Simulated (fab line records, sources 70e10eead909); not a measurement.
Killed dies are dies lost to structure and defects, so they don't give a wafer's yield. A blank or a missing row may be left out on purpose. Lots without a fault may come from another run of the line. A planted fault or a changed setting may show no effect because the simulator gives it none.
Chamber matching | flow nand_harc | NHARC_A_CHANNEL_FILL_D1_ALD_25 on ald_hk-02: 4 sister chambers
The step deposits SiOx, target thk 60 nm, pulse time 10 s, ald cycles 600. 4 wafers are shown with their chamber, then 7 later ones without.

WAFERS WITH THEIR CHAMBER
wafer  | chamber | heater_power_w (W)
L084.2 | 2       | 567
L084.6 | 0       | 395
L088.3 | 1       | 423
L088.5 | 3       | 415

WAFERS WITHOUT THEIR CHAMBER
wafer  | heater_power_w (W)
L088.6 | 565
L093.2 | 415
L093.5 | 555
L093.6 | 404
L097.3 | 411
L097.1 | 550
L097.2 | 421

WHICH CHAMBER EACH WENT THROUGH
wafer  | from the rows above          | in truth
L088.6 | 2                            | 2
L093.2 | can't be placed: 3 or 1      | 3
L093.5 | 2                            | 2
L093.6 | can't be placed: 0 or 3 or 1 | 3
L097.3 | can't be placed: 3 or 1 or 0 | 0
L097.1 | 2                            | 2
L097.2 | can't be placed: 1 or 3      | 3
Placed correctly: 3 of 7. Can't be placed from these rows: 4 (the true chamber is among the candidates in 4). Placed wrongly: 0.
How it was worked out, from the rows above alone: a wafer's distance from a chamber is the root of the sum, over the readings, of the square of ((its reading less the chamber's mean) divided by the reading's scatter). The wafer belongs to the nearest chamber; if the next one is less than 2 further off, it can't be placed. A chamber's mean is the mean of its shown wafers. The scatter: with one shown wafer a chamber, the root of the mean of the squares of how far each hidden wafer lies from its nearest shown one.
